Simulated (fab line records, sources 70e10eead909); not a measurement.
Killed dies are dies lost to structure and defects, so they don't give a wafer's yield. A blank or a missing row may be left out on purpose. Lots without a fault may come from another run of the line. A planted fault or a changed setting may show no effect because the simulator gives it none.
Chamber matching | flow nand_harc | NHARC_A_CHANNEL_FILL_D1_STRIP_28 on rie_diel-10: 4 sister chambers
The step strips in O2, time 20 s. 60 wafers are shown with their chamber, then 12 later ones without.

WAFERS WITH THEIR CHAMBER
wafer  | chamber | drypump_motor_current_A (A) | oes_product_au (a.u.) | rf_vpp_V (V)
L074.1 | 2       | 6.1                         | 1.001                 | 57.5
L074.2 | 0       | 6.1                         | 1.002                 | 58.2
L074.3 | 3       | 6.2                         | 1.009                 | 57.8
L074.4 | 1       | 5.8                         | 0.995                 | 57.9
L074.5 | 3       | 6.2                         | 1.010                 | 56.7
L074.6 | 2       | 6.0                         | 0.999                 | 58.2
L075.1 | 2       | 6.0                         | 1.000                 | 58.2
L075.3 | 1       | 5.8                         | 1.012                 | 57.8
L075.6 | 2       | 6.1                         | 0.994                 | 57.6
L075.2 | 0       | 6.2                         | 1.009                 | 58.2
L075.4 | 3       | 6.2                         | 1.004                 | 58.0
L075.5 | 1       | 5.7                         | 0.989                 | 59.1
L077.1 | 3       | 6.2                         | 1.010                 | 57.9
L077.2 | 2       | 6.1                         | 1.007                 | 58.4
L077.3 | 1       | 5.7                         | 1.002                 | 57.7
L077.4 | 1       | 5.7                         | 1.008                 | 57.9
L077.5 | 3       | 6.2                         | 1.011                 | 57.5
L077.6 | 2       | 6.0                         | 0.996                 | 56.4
L078.1 | 0       | 6.1                         | 1.010                 | 57.8
L078.3 | 1       | 5.7                         | 1.003                 | 58.9
L078.4 | 2       | 6.0                         | 0.992                 | 58.2
L080.2 | 3       | 6.2                         | 1.007                 | 58.3
L080.5 | 2       | 6.0                         | 0.993                 | 58.8
L080.6 | 1       | 5.8                         | 0.991                 | 59.1
L081.2 | 1       | 5.7                         | 0.989                 | 58.5
L081.4 | 2       | 6.0                         | 0.983                 | 57.7
L081.6 | 3       | 6.2                         | 1.009                 | 57.9
L084.1 | 0       | 6.1                         | 1.018                 | 57.3
L084.3 | 1       | 5.8                         | 0.998                 | 58.4
L084.4 | 3       | 6.2                         | 1.015                 | 59.2
L082.1 | 1       | 5.8                         | 1.000                 | 58.8
L082.2 | 0       | 6.2                         | 1.000                 | 58.3
L082.6 | 2       | 6.0                         | 0.986                 | 57.2
L086.1 | 1       | 5.7                         | 1.012                 | 58.3
L086.2 | 3       | 6.2                         | 1.033                 | 57.2
L086.3 | 2       | 6.0                         | 1.001                 | 57.1
L086.4 | 0       | 6.1                         | 1.021                 | 57.7
L086.5 | 1       | 5.8                         | 1.011                 | 58.2
L086.6 | 0       | 6.1                         | 1.006                 | 57.3
L087.2 | 1       | 5.8                         | 1.002                 | 59.1
L087.4 | 0       | 6.1                         | 1.009                 | 58.6
L087.5 | 3       | 6.2                         | 1.012                 | 58.8
L085.1 | 1       | 5.8                         | 1.002                 | 58.5
L085.2 | 0       | 6.1                         | 1.003                 | 58.8
L085.3 | 2       | 6.1                         | 0.992                 | 58.2
L089.1 | 2       | 6.1                         | 0.995                 | 58.9
L089.2 | 1       | 5.8                         | 1.001                 | 58.0
L089.4 | 0       | 6.1                         | 1.003                 | 57.1
L089.3 | 3       | 6.2                         | 1.004                 | 57.5
L089.5 | 0       | 6.2                         | 1.011                 | 57.6
L089.6 | 1       | 5.8                         | 1.005                 | 59.9
L091.3 | 2       | 6.0                         | 0.995                 | 58.0
L091.4 | 0       | 6.2                         | 1.002                 | 56.9
L091.5 | 0       | 6.1                         | 1.014                 | 58.0
L093.2 | 1       | 5.7                         | 0.996                 | 59.6
L093.4 | 2       | 6.1                         | 0.991                 | 57.3
L093.6 | 3       | 6.2                         | 1.019                 | 58.5
L093.1 | 0       | 6.1                         | 1.006                 | 58.2
L093.3 | 3       | 6.2                         | 1.018                 | 58.1
L093.5 | 2       | 6.0                         | 0.990                 | 56.0

SIGNATURES (means of the wafers above)
reading                 | chamber 0 | chamber 1 | chamber 2 | chamber 3 | scatter within a chamber
drypump_motor_current_A | 6.129     | 5.759     | 6.037     | 6.200     | 0.0438
oes_product_au          | 1.00814   | 1.00094   | 0.99469   | 1.01238   | 0.00687
rf_vpp_V                | 57.857    | 58.571    | 57.731    | 57.954    | 0.678
Rule: a wafer's distance from a chamber is the root of the sum, over the readings, of the square of ((its reading less the chamber's mean) divided by the reading's scatter). The wafer belongs to the nearest chamber; if the next one is less than 2 further off, it can't be placed. The scatter: the root of (the sum of the squares of (reading less its chamber's mean) over the shown wafers, divided by (wafers less chambers)).

WAFERS WITHOUT THEIR CHAMBER
wafer  | drypump_motor_current_A (A) | oes_product_au (a.u.) | rf_vpp_V (V)
L097.1 | 6.0                         | 0.996                 | 56.3
L097.2 | 6.2                         | 1.000                 | 57.7
L097.3 | 6.2                         | 1.012                 | 57.5
L097.4 | 5.8                         | 0.994                 | 59.1
L097.5 | 5.8                         | 0.995                 | 58.5
L097.6 | 6.1                         | 1.002                 | 57.2
L095.1 | 5.8                         | 1.007                 | 58.2
L095.3 | 6.1                         | 0.986                 | 58.8
L095.5 | 6.2                         | 1.002                 | 58.5
L095.2 | 6.2                         | 1.004                 | 56.3
L095.4 | 6.1                         | 0.995                 | 56.4
L095.6 | 6.1                         | 0.993                 | 57.4

WHICH CHAMBER EACH WENT THROUGH
wafer  | from the rows above          | in truth
L097.1 | can't be placed: 2 or 0      | 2
L097.2 | can't be placed: 3 or 0 or 2 | 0
L097.3 | can't be placed: 3 or 0      | 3
L097.4 | 1                            | 1
L097.5 | 1                            | 1
L097.6 | can't be placed: 0 or 2 or 3 | 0
L095.1 | 1                            | 1
L095.3 | can't be placed: 2 or 0      | 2
L095.5 | can't be placed: 3 or 0      | 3
L095.2 | can't be placed: 3 or 0 or 2 | 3
L095.4 | can't be placed: 2 or 0 or 3 | 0
L095.6 | can't be placed: 2 or 0      | 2
Placed correctly: 3 of 12. Can't be placed from these rows: 9 (the true chamber is among the candidates in 9). Placed wrongly: 0.
